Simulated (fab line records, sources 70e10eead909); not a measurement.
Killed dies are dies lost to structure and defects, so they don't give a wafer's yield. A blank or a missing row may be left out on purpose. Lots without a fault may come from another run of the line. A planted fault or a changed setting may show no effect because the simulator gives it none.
Chamber matching | flow nand_harc | NHARC_A_STAIRCASE_DESCUM_291 on rie_diel-11: 4 sister chambers
The step chemistry O2, time 3 s. 4 wafers are shown with their chamber, then 9 later ones without.

WAFERS WITH THEIR CHAMBER
wafer  | chamber | drypump_motor_current_A (A)
L087.2 | 2       | 5.4
L092.1 | 1       | 5.8
L092.2 | 3       | 5.1
L092.4 | 0       | 5.7

WAFERS WITHOUT THEIR CHAMBER
wafer  | drypump_motor_current_A (A)
L091.3 | 5.3
L091.5 | 5.4
L091.6 | 5.1
L093.4 | 5.1
L093.5 | 5.9
L093.6 | 5.4
L094.2 | 5.8
L094.5 | 5.3
L094.6 | 5.1

WHICH CHAMBER EACH WENT THROUGH
wafer  | from the rows above     | in truth
L091.3 | can't be placed: 2 or 3 | 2
L091.5 | 2                       | 2
L091.6 | 3                       | 3
L093.4 | 3                       | 3
L093.5 | can't be placed: 1 or 0 | 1
L093.6 | 2                       | 2
L094.2 | can't be placed: 1 or 0 | 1
L094.5 | can't be placed: 2 or 3 | 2
L094.6 | 3                       | 3
Placed correctly: 5 of 9. Can't be placed from these rows: 4 (the true chamber is among the candidates in 4). Placed wrongly: 0.
How it was worked out, from the rows above alone: a wafer's distance from a chamber is the root of the sum, over the readings, of the square of ((its reading less the chamber's mean) divided by the reading's scatter). The wafer belongs to the nearest chamber; if the next one is less than 2 further off, it can't be placed. A chamber's mean is the mean of its shown wafers. The scatter: with one shown wafer a chamber, the root of the mean of the squares of how far each hidden wafer lies from its nearest shown one.
